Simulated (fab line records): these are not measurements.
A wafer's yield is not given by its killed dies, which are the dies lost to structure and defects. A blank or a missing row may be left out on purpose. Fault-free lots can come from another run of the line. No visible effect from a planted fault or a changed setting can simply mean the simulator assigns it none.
Split-lot trial | flow n5-finfet | 39 wafers read from 7 lots, route of 1938 steps

ABOUT THE SPLIT
At N5_DUMMY_GATE_ETCH_32 (etches SiO2 in CF4, target depth 3.5 nm, time 3.9 s), the setting time-s was moved away from the recipe's 3.9 s on 15 of the 39 wafers read, by -21.8% to +14.5%. All remaining wafers had this setting at the recipe value.

The reading is taken at the split's own step.

THE READING
etch.depth-nm (the simulator's own value, which no gauge read), in nm, at N5_DUMMY_GATE_ETCH_32 (etches SiO2 in CF4, target depth 3.5 nm, time 3.9 s). The file gives no usual value for it. Average 3.443 nm, standard deviation 0.09 nm, over the 24 wafers here run with the recipe.

wafer  | tool, chamber at the split | time-s as run, s | against the recipe | etch.depth-nm, nm | against lot-mates on the recipe
L075.1 | rie-si-03, 1               | 4.466            | +14.5%             | 4.016             | +0.521
L075.2 | rie-si-03, 2               | 4.466            | +14.5%             | 4.088             | +0.593
L075.3 | rie-si-03, 0               | 3.9              | recipe             | 3.575             | -
L075.4 | rie-si-03, 3               | 3.9              | recipe             | 3.425             | -
L075.5 | rie-si-03, 1               | 3.9              | recipe             | 3.485             | -
L075.6 | rie-si-03, 0               | 4.466            | +14.5%             | 4.086             | +0.591
L077.1 | rie-si-05, 3               | 3.9              | recipe             | 3.506             | -
L077.2 | rie-si-05, 1               | 3.9              | recipe             | 3.383             | -
L077.3 | rie-si-05, 0               | 3.9              | recipe             | 3.417             | -
L077.4 | rie-si-05, 2               | 3.9              | recipe             | 3.31              | -
L077.5 | rie-si-05, 0               | 3.9              | recipe             | 3.377             | -
L077.6 | rie-si-05, 3               | 3.9              | recipe             | 3.521             | -
L079.1 | rie-si-05, 3               | 3.9              | recipe             | 3.548             | -
L079.2 | rie-si-05, 0               | 4.175            | +7.1%              | 3.697             | +0.241
L079.3 | rie-si-05, 2               | 4.175            | +7.1%              | 3.623             | +0.167
L079.4 | rie-si-05, 1               | 3.9              | recipe             | 3.412             | -
L079.5 | rie-si-05, 2               | 4.175            | +7.1%              | 3.601             | +0.145
L079.6 | rie-si-05, 1               | 3.9              | recipe             | 3.408             | -
L092.1 | rie-si-01, 0               | 3.9              | recipe             | 3.511             | -
L092.2 | rie-si-01, 2               | 3.9              | recipe             | 3.43              | -
L092.3 | rie-si-01, 1               | 3.9              | recipe             | 3.341             | -
L092.4 | rie-si-01, 2               | 4.161            | +6.7%              | 3.661             | +0.234
L092.5 | rie-si-01, 1               | 4.161            | +6.7%              | 3.572             | +0.145
L092.6 | rie-si-01, 0               | 4.161            | +6.7%              | 3.74              | +0.313
L093.1 | rie-si-01, 2               | 3.048            | -21.8%             | 2.714             | -0.687
L093.2 | rie-si-01, 0               | 3.048            | -21.8%             | 2.767             | -0.634
L093.3 | rie-si-01, 1               | 3.9              | recipe             | 3.339             | -
L093.4 | rie-si-01, 0               | 3.9              | recipe             | 3.541             | -
L093.5 | rie-si-01, 2               | 3.048            | -21.8%             | 2.707             | -0.694
L093.6 | rie-si-01, 1               | 3.9              | recipe             | 3.323             | -
L095.1 | rie-si-05, 0               | 3.9              | recipe             | 3.44              | -
L095.2 | rie-si-05, 3               | 3.584            | -8.1%              | 3.233             | -0.198
L095.3 | rie-si-05, 1               | 3.584            | -8.1%              | 3.17              | -0.261
L095.4 | rie-si-05, 2               | 3.9              | recipe             | 3.357             | -
L095.5 | rie-si-05, 3               | 3.9              | recipe             | 3.495             | -
L095.6 | rie-si-05, 0               | 3.584            | -8.1%              | 3.162             | -0.269
L097.1 | rie-si-01, 1               | 3.9              | recipe             | 3.301             | -
L097.2 | rie-si-01, 3               | 3.9              | recipe             | 3.602             | -
L097.5 | rie-si-01, 3               | 3.9              | recipe             | 3.588             | -

THE FIT
A straight line over all 39 wafers: etch.depth-nm changes by +0.0348 nm for each +1% of time-s; r = +0.96; the points scatter about the line by 0.086 nm.
The same after taking each lot's own level away (the mean of its wafers on the recipe; 39 wafers): +0.0327 nm for each +1%; r = +0.96; scatter 0.079 nm.
That fit puts the effect of the largest move of time-s on the reading at 0.71 nm.
The lots' own levels span 3.4010 to 3.4970 nm, that is 1.1 times the standard deviation above.
The two slopes are in agreement: the lot-to-lot level therefore moves the slope only a little.
Check: with one of the wafers moved furthest among these (-21.8%) left out of the fit, the line predicts -0.71 nm for it against its lot-mates. It came out at -0.687 nm against them.

FURTHER SPLITS ON THESE WAFERS
Before the reading, these wafers also passed through other splits. Each is held against what the fit with the lots' levels taken away leaves over:
other split on the same wafers        | wafers away from the commonest value | r with etch.depth-nm (lot level and that fit taken away)
N5_FIN_SAQP_ALD_61 ald-cycles         | 18                                   | -0.02
N5_FIN_CUT_CUT_ETCH_15 target-depth-a | 15                                   | -0.19

FILE'S OWN FIT
etch.depth-nm changes by +0.0327 nm for each +1% of time-s, r = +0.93.
